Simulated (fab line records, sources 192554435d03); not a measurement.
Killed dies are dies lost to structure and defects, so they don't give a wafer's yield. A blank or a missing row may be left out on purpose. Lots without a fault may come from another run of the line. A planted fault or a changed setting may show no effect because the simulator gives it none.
Which tool did it? | flow n5_finfet | 10 lots, 27 wafers sampled, at 2 steps of a route of 1938

WHAT THE GAUGES READ, wafer by wafer
N5_FIN_SAQP_CD_MEAS_16: target cd 35.6 nm.
lot  | measured    | on        | cd_nm (nm)
L945 | day 2 03:59 | cd_sem-02 | 35.4 34.8 35.3
L949 | day 3 03:16 | cd_sem-01 | 35.1 35.3 35.4
L950 | day 3 09:20 | cd_sem-03 | 35.6 35.3 36.4
L951 | day 3 15:35 | cd_sem-01 | 35.4 35.9 35.7
L952 | day 3 22:20 | cd_sem-02 | 35.7 35.1 35.2
L953 | day 4 04:32 | cd_sem-01 | 32.4 31.8
L955 | day 4 16:55 | cd_sem-02 | 35.6 35.3 36.1
L959 | day 5 16:17 | cd_sem-03 | 31.8 35.6
L964 | day 6 22:30 | cd_sem-01 | 35.3 35.2 35.2
L967 | day 7 16:30 | cd_sem-02 | 35.8 35.8

WHICH TOOL RAN EACH LOT (tool, then ch and the chambers of the sampled wafers, then the start)
lot  | N5_FIN_SAQP_PEB_14
L945 | litho_track-05 ch 0, day 2 03:55
L949 | litho_track-05 ch 0, day 3 03:11
L950 | litho_track-04 ch 0, day 3 09:16
L951 | litho_track-04 ch 0, day 3 15:31
L952 | litho_track-01 ch 0, day 3 22:16
L953 | litho_track-04 ch 0, day 4 04:29
L955 | litho_track-05 ch 0, day 4 16:50
L959 | litho_track-04 ch 0, day 5 16:13
L964 | litho_track-01 ch 0, day 6 22:26
L967 | litho_track-01 ch 0, day 7 16:26
- N5_FIN_SAQP_PEB_14: peb time 60 s.

THE ANSWER, worked out from the rows above alone
Rule: what is usual is taken from the lots themselves. Put in order of their means at a reading, lots are off if they are a third of the lots or fewer, leave a main group of 4 or more, and stand apart from it by a gap of 3 or more times the standard deviation of the main group's means; of several such gaps the widest counts. A main group whose means are all the same, to the digits that the tables above print for the reading, isn't used. A lot without any number at a reading at which 4 lots or more have one is off too. The other lots that the step has rows for count as sound.
Off: L953, L959, at N5_FIN_SAQP_CD_MEAS_16 (cd_nm). The main group: mean 35.5 nm, standard deviation 0.24.
A tool fits if, at a process step before that reading, it ran every lot that is off, and no sound lot after the first of them. The gauges at N5_FIN_SAQP_CD_MEAS_16 are tried like those tools. One fits: litho_track-04 at N5_FIN_SAQP_PEB_14. Its last sound lot is L951 (day 3 15:31), its first lot that is off L953 (day 4 04:29): a fault that began between those two fits.

WHAT THE SIMULATOR HAD PUT IN
Process parameter drift: litho_track-04, from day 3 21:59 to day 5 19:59, at N5_FIN_SAQP_PEB_14. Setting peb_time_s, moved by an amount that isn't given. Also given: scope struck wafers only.
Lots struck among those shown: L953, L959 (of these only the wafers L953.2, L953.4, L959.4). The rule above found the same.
